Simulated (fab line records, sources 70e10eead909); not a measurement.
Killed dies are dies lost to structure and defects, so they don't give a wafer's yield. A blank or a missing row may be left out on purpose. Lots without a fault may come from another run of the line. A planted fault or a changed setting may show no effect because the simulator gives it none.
A struck lot beside a sound one | flow nand_harc | 17 steps out of a route of 1302
Sound: wafers L927.1, L927.2, L927.5. Struck: wafers L933.2, L933.3. (L933.1 of the same lot was not struck and is left out.) The cause comes at the end.
At each step with rows: each side's tool, then ch and its chambers, then its first start. Under that, the readings that differ: sound wafers | struck wafers | difference of the means | sigmas: that difference in standard deviations of wafers without a fault.
alike: readings whose means differ by less than 2 such deviations, and words and numbers that are the same on both sides. not compared: withheld readings, readings that some wafer has no value for, bounds like >300 that may hide the same value, and numbers for which the record gives no deviation and whose values overlap.
The two part at a step that has a row with sigmas, a row that says differs or no value, or rows on one side only. Numbers that don't overlap but have no deviation are shown without sigmas and don't part them. A reading that every wafer of one side lacks parts them only if that side has two wafers or more.

NHARC_P_M2_INSPECT_11:
  sound on defect_inspect-01, day 10 10:05; struck on defect_inspect-02, day 13 01:05
  alike: raw_defect_count
NHARC_P_M2_DESCUM_14: chemistry O2, time 3 s.
  sound on rie_diel-02 ch 0,1, day 10 10:09; struck on rie_diel-02 ch 0,1, day 13 01:08
  alike: chamber_pressure_mTorr, drypump_motor_current_A, oes_product_au, rf_vpp_V, showerhead_plenum_p_Torr, throttle_valve_pct
  not compared: rf_hours_counter_h
then, 1 step without rows for these wafers: NHARC_P_M2_ETCH_35 (etches the open film in N2/H2, target depth 40 nm, overetch 12 nm, time 43.94 s).
NHARC_P_M2_ETCH_15: etches the open film in C4F8/Ar, target depth 182.5 nm, time 91.2 s.
  sound on rie_diel-02 ch 0,1,3; struck on rie_diel-02 ch 2,3
  alike: chamber_pressure_mTorr, oes_product_au, rf_fwd_power_W, rf_vpp_V
  not compared: rf_hours_counter_h
NHARC_P_M2_CD_MEAS_16:
  sound on cd_sem-01, day 10 10:27; struck on cd_sem-03, day 13 01:26
  alike: cd_nm
then, 3 steps without rows for these wafers: NHARC_P_M2_STRIP_18 (strips in N2/H2); NHARC_P_M2_ETCH_28 (etches the open film in CF4/N2, target depth 30 nm, time 72.99 s); NHARC_P_M2_STRIP_19 (strips in post etch residue remover, time 600 s).
NHARC_P_M2_DEGAS_29: time 60 s.
  sound on pvd_sputter-03, day 10 11:11; struck on pvd_sputter-01, day 13 02:10
  alike: heater_power_w
NHARC_P_M2_PRE_CLEAN_30: time 30 s.
  sound on pvd_sputter-03; struck on pvd_sputter-01
  alike: heater_power_w
then, 1 step without rows for these wafers: NHARC_P_M2_PVD_20 (deposits TaN, target thk 5 nm, time 8.06 s).
NHARC_P_M2_PVD_21: deposits Cu, target thk 30 nm, time 20.49 s.
  sound on pvd_sputter-03; struck on pvd_sputter-01
  alike: cathode_dc_power_W, throttle_valve_pct
NHARC_P_M2_ECD_22: material Cu, target thk 400 nm.
  sound on ecd_cu-01 ch 0,1, day 10 11:39; struck on ecd_cu-02 ch 0,1, day 13 02:31
then, 1 step without rows for these wafers: NHARC_P_M2_ANNEAL_31 (time 90 s).
NHARC_P_M2_CMP_23: polishes, t overpolish 20 s, target thk 144.3 nm.
  sound on cmp-01 ch 1,2,3, day 10 12:22; struck on cmp-02 ch 0,3, day 13 03:14
  reading                | sound          | struck    | difference | sigmas
  time_to_endpoint_s (s) | 26.7 31.5 31.2 | 39.2 40.5 | +10.1      | +4
  alike: motor_current_A, slurry_filter_dp_kPa
NHARC_P_M2_THK_MEAS_24: measures by xrf.
  sound on film_metro-01, day 10 12:41; struck on film_metro-01, day 13 03:34
  alike: thk_nm
then, 1 step without rows for these wafers: NHARC_END_SORT_01.

WHERE THEY PART
Only at NHARC_P_M2_CMP_23, within this record. Later steps at which nothing parts them and some readings are alike: NHARC_P_M2_THK_MEAS_24.

WHY: what the simulator had put in
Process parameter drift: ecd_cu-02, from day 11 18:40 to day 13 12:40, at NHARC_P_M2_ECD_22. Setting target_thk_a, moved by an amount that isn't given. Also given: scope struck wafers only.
